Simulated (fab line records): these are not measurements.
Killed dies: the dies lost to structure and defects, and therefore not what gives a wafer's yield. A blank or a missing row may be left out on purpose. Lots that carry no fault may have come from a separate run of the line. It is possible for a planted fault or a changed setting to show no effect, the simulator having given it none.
What tool caused it? | flow nand-harc | 12 lots with 36 wafers sampled at 5 steps, on a route of 1159 steps

== WHAT THE GAUGES SHOWED, per wafer ==
NHARC_END_WLT_00. Usual: VT_DECK1_BOTTOM 0.870, standard deviation 0.0068; VT_DECK1_BOTTOM_INNER 0.870, standard deviation 0.0071; VT_DECK1_MEDIAN_NEAR_BOTTOM 0.872, standard deviation 0.0069; VT_DECK1_MEDIAN_NEAR_BOTTOM_INNER 0.872, standard deviation 0.0077; VT_DECK1_MIDDLE 0.884, standard deviation 0.007; VT_DECK1_MIDDLE_INNER 0.884, standard deviation 0.0068; VT_DECK1_TOP 0.896, standard deviation 0.0078; VT_DECK1_TOP_INNER 0.896, standard deviation 0.0072.
lot  | measured     | on        | VT_DECK1_BOTTOM   | VT_DECK1_BOTTOM_INNER | VT_DECK1_MEDIAN_NEAR_BOTTOM | VT_DECK1_MEDIAN_NEAR_BOTTOM_INNER | VT_DECK1_MIDDLE   | VT_DECK1_MIDDLE_INNER | VT_DECK1_TOP      | VT_DECK1_TOP_INNER | flag
L384 | day 19 15:23 | prober-01 | 0.877 0.870 0.869 | 0.875 0.872 0.877     | 0.873 0.870 0.873           | 0.879 0.880 0.873                 | 0.892 0.884 0.891 | 0.896 0.882 0.884     | 0.903 0.899 0.900 | 0.902 0.906 0.906  |
L387 | day 20 06:55 | prober-01 | 0.876 0.866 0.865 | 0.862 0.877 0.874     | 0.867 0.876 0.868           | 0.879 0.869 0.865                 | 0.888 0.880 0.883 | 0.876 0.877 0.887     | 0.888 0.890 0.899 | 0.894 0.894 0.898  |
L390 | day 20 14:56 | prober-02 | 0.873 0.872 0.869 | 0.868 0.867 0.867     | 0.871 0.873 0.864           | 0.868 0.880 0.876                 | 0.886 0.884 0.887 | 0.889 0.880 0.886     | 0.892 0.903 0.899 | 0.897 0.893 0.894  |
L391 | day 21 11:31 | prober-01 | 0.878 0.875 0.878 | 0.879 0.877 0.870     | 0.870 0.881 0.872           | 0.877 0.876 0.873                 | 0.892 0.880 0.888 | 0.882 0.891 0.896     | 0.902 0.903 0.894 | 0.898 0.898 0.901  |
L397 | day 22 19:47 | prober-02 | 0.876 0.879 0.878 | 0.868 0.871 0.880     | 0.873 0.873 0.876           | 0.877 0.877 0.874                 | 0.895 0.893 0.895 | 0.887 0.892 0.894     | 0.908 0.904 0.901 | 0.912 0.902 0.904  |
L399 | day 23 10:39 | prober-02 | 0.875 0.880 0.864 | 0.872 0.871 0.873     | 0.872 0.873 0.870           | 0.874 0.875 0.867                 | 0.884 0.883 0.882 | 0.883 0.883 0.880     | 0.907 0.894 0.900 | 0.894 0.899 0.898  |
L402 | day 24 00:56 | prober-02 | 0.875 0.868 0.869 | 0.875 0.870 0.870     | 0.875 0.876 0.872           | 0.879 0.870 0.874                 | 0.891 0.886 0.876 | 0.888 0.888 0.880     | 0.895 0.899 0.889 | 0.896 0.898 0.886  |
L401 | day 23 23:56 | prober-01 | 0.878 0.878 0.875 | 0.880 0.876 0.874     | 0.890 0.875 0.873           | 0.890 0.885 0.879                 | 0.897 0.901 0.889 | 0.895 0.889 0.899     | 0.908 0.907 0.910 | 0.911 0.905 0.910  |
L400 | day 24 16:40 | prober-01 | 0.870 0.871 0.872 | 0.864 0.871 0.871     | 0.876 0.874 0.873           | 0.871 0.873 0.873                 | 0.881 0.875 0.883 | 0.886 0.882 0.884     | 0.889 0.902 0.892 | 0.889 0.887 0.893  |
L404 | day 24 23:26 | prober-01 | 0.866 0.867 0.858 | 0.879 0.873 0.878     | 0.881 0.881 0.872           | 0.872 0.877 0.868                 | 0.894 0.887 0.891 | 0.888 0.881 0.880     | 0.892 0.894 0.890 | 0.892 0.898 0.898  |
L405 | day 24 19:46 | prober-02 | 0.869 0.876 0.873 | 0.864 0.883 0.867     | 0.866 0.885 0.871           | 0.865 0.883 0.870                 | 0.880 0.888 0.880 | 0.887 0.891 0.892     | 0.902 0.899 0.905 | 0.903 0.901 0.900  |
L406 | day 24 12:05 | prober-02 | 0.872 0.870 0.883 | 0.876 0.880 0.875     | 0.873 0.870 0.879           | 0.874 0.875 0.881                 | 0.892 0.883 0.882 | 0.891 0.882 0.894     | 0.892 0.899 0.893 | 0.902 0.903 0.901  |

NHARC_END_SORT_01. Usual: killed-at-array 27, standard deviation 10; killed-at-other 0.6, standard deviation 1; killed-at-periphery 3.4, standard deviation 2.7; killed-dies 31, standard deviation 9.7; killed-open 3.4, standard deviation 1.7; killed-short 2.2, standard deviation 1.5.
lot  | measured     | on        | killed-at-array | killed-at-other | killed-at-periphery | killed-dies | killed-open | killed-short | flag
L390 | day 20 17:53 | prober-02 | 107 62 106      | 1 0 0           | 2 1 3               | 110 63 109  | 3 3 7       | 0 4 5        | OFF
L391 | day 21 14:51 | prober-01 | 121 59 114      | 2 0 0           | 3 3 2               | 126 62 116  | 5 4 2       | 3 2 1        | OFF

== WHICH TOOL RAN EACH LOT (tool, then ch and the chambers of the sampled wafers, then the start) ==
lot  | NHARC_A_CHANNEL_FILL_D1_ETCHBACK_08 | NHARC_A_BONDPAD_PVD_17                  | NHARC_THIN_TSV_ETCH_44
L384 | rie-diel-10 ch 0,2,3, day 10 06:58  | pvd-sputter-02, day 19 02:54 or earlier | rie-diel-07 ch 0,1,2, day 19 02:54
L387 | rie-diel-10 ch 2,3, day 11 04:01    | pvd-sputter-03, day 19 07:29 or earlier | rie-diel-02 ch 0,2, day 19 07:29
L390 | rie-diel-10 ch 0,1,2, day 12 00:44  | pvd-sputter-03, day 20 01:01 or earlier | rie-diel-04 ch 0,1, day 20 01:01
L391 | rie-diel-10 ch 0,1,2, day 12 07:08  | pvd-sputter-02, day 20 23:22 or earlier | rie-diel-07 ch 0,1,2, day 20 23:22
L397 | rie-diel-01 ch 0,2, day 13 17:22    | pvd-sputter-02, day 22 08:47 or earlier | rie-diel-07 ch 0,1,2, day 22 08:47
L399 | rie-diel-01 ch 1,2,3, day 13 23:04  | pvd-sputter-02, day 22 21:28 or earlier | rie-diel-02 ch 0,1, day 22 21:28
L402 | rie-diel-01 ch 0,3, day 14 18:30    | pvd-sputter-02, day 23 03:35 or earlier | rie-diel-04 ch 1,2, day 23 03:35
L401 | rie-diel-01 ch 0,1,2, day 14 22:19  | pvd-sputter-02, day 23 04:41 or earlier | rie-diel-02 ch 1,3, day 23 04:41
L400 | rie-diel-10 ch 0,1,2, day 15 02:04  | pvd-sputter-02, day 24 01:58 or earlier | rie-diel-04 ch 1,2,3, day 24 01:58
L404 | rie-diel-01 ch 0,3, day 15 11:28    | pvd-sputter-02, day 24 06:53 or earlier | rie-diel-02 ch 0,2,3, day 24 06:53
L405 | rie-diel-10 ch 1,2,3, day 15 11:31  | pvd-sputter-01, day 24 00:43 or earlier | rie-diel-02 ch 0,2,3, day 24 00:43
L406 | rie-diel-10 ch 0,1,2, day 15 16:10  | pvd-sputter-01, day 24 03:03 or earlier | rie-diel-02 ch 0,1,3, day 24 03:03
- NHARC_A_CHANNEL_FILL_D1_ETCHBACK_08: etches the open film in C4F8, target depth 220 nm, time 110 s.
- NHARC_A_BONDPAD_PVD_17: deposits TaN, target thk 5 nm, time 8.06 s.
- NHARC_THIN_TSV_ETCH_44: etches the open film in CF4/O2, target depth 1594.2 nm, time 797.1 s.

== WHAT THE TOOLS THEMSELVES READ (means of the sampled wafers that have a number; where no wafer has one, the mark that the record gives instead) ==
NHARC_A_CHANNEL_FILL_D1_ETCHBACK_08. Usual: oes-product-au 0.95 a.u., standard deviation 0.036; rf-vpp-V 440.3 V, standard deviation 1.7.
lot  | tool        | oes-product-au (a.u.) | rf-vpp-V (V) | flag
L384 | rie-diel-10 | 0.99                  | 440.1        |
L387 | rie-diel-10 | 0.92                  | 440.5        |
L390 | rie-diel-10 | 0.93                  | 440.7        |
L391 | rie-diel-10 | 0.92                  | 441.4        |
L397 | rie-diel-01 | 0.97                  | 439.8        |
L399 | rie-diel-01 | 0.92                  | 439.9        |
L402 | rie-diel-01 | 1.00                  | 438.0        |
L401 | rie-diel-01 | 1.01                  | 439.3        |
L400 | rie-diel-10 | 0.92                  | 441.3        |
L404 | rie-diel-01 | 1.00                  | 438.9        |
L405 | rie-diel-10 | 0.92                  | 440.7        |
L406 | rie-diel-10 | 0.93                  | 441.4        |

NHARC_A_BONDPAD_PVD_17. Usual: throttle-valve-pct 30.0 %, standard deviation 1.
lot  | tool           | throttle-valve-pct (%) | flag
L384 | pvd-sputter-02 | 30.4                   |
L387 | pvd-sputter-03 | 28.8                   |
L390 | pvd-sputter-03 | 29.3                   |
L391 | pvd-sputter-02 | 30.5                   |
L397 | pvd-sputter-02 | 30.2                   |
L399 | pvd-sputter-02 | 30.4                   |
L402 | pvd-sputter-02 | 30.4                   |
L401 | pvd-sputter-02 | 30.5                   |
L400 | pvd-sputter-02 | 30.4                   |
L404 | pvd-sputter-02 | 30.1                   |
L405 | pvd-sputter-01 | 29.4                   |
L406 | pvd-sputter-01 | 29.2                   |

NHARC_THIN_TSV_ETCH_44. Usual: drypump-motor-current-A 5.7 A, standard deviation 0.5; oes-product-au 0.999 a.u., standard deviation 0.007; rf-vpp-V 795 V, standard deviation 4.7; showerhead-plenum-p-Torr 1.84 Torr, standard deviation 0.073; throttle-valve-pct 16.914 %, standard deviation 0.0091.
lot  | tool        | drypump-motor-current-A (A) | oes-product-au (a.u.) | rf-vpp-V (V) | showerhead-plenum-p-Torr (Torr) | throttle-valve-pct (%) | flag
L384 | rie-diel-07 | 5.5                         | 0.999                 | 793          | 1.82                            | 16.911                 |
L387 | rie-diel-02 | 5.7                         | 1.004                 | 795          | 1.83                            | 16.910                 |
L390 | rie-diel-04 | 5.1                         | 0.999                 | 794          | 1.84                            | 16.911                 |
L391 | rie-diel-07 | 5.5                         | 1.002                 | 794          | 1.82                            | 16.921                 |
L397 | rie-diel-07 | 5.5                         | 1.009                 | 793          | 1.82                            | 16.908                 |
L399 | rie-diel-02 | 5.7                         | 0.991                 | 792          | 1.80                            | 16.917                 |
L402 | rie-diel-04 | 5.7                         | 1.003                 | 797          | 1.87                            | 16.904                 |
L401 | rie-diel-02 | 6.2                         | 1.002                 | 797          | 1.88                            | 16.919                 |
L400 | rie-diel-04 | 5.7                         | 1.000                 | 793          | 1.81                            | 16.917                 |
L404 | rie-diel-02 | 5.7                         | 0.997                 | 795          | 1.85                            | 16.911                 |
L405 | rie-diel-02 | 5.7                         | 1.001                 | 796          | 1.85                            | 16.911                 |
L406 | rie-diel-02 | 5.9                         | 1.002                 | 796          | 1.85                            | 16.913                 |

== THE ANSWER, worked out from the rows above alone ==
Rule: take the mean of a lot's wafers that have a number; if it is more than 3 standard deviations from the usual mean, the lot is off. A lot without any number at a reading at which 4 lots or more have one is off too. Where the step has rows for the other lots, those lots are counted as sound. Order of review: gauges by route order, followed by the tools' own readings, for which a lot's mean as printed above is used. At the first step where some lot is off, the reading lying furthest off is the one used; lots without a number count as furthest.
Off: L390, L391 (NHARC_END_SORT_01, killed-dies). Neither off nor sound, because the step has no rows for them: L384, L387, L397, L399, L402, L401, L400, L404, L405, L406.
A tool fits if, at a process step before that reading, it ran every lot that is off, and no sound lot after the first of them. The gauges at NHARC_END_SORT_01 are tried like those tools. Because NHARC_A_BONDPAD_PVD_17 lacks a start for some lots, the hours and order of its lots are taken from NHARC_THIN_TSV_ETCH_44. One fits: NHARC_A_CHANNEL_FILL_D1_ETCHBACK_08 on rie-diel-10. It ran no sound lot before its first lot that is off in this sample, so the start can't be narrowed down.

== WHAT HAD BEEN PUT IN BY THE SIMULATOR ==
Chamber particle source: rie-diel-10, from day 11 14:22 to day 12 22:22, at NHARC_A_CHANNEL_FILL_D1_ETCHBACK_08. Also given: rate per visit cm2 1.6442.
Lots struck among those shown: L390, L391. The same result came from the rule above.
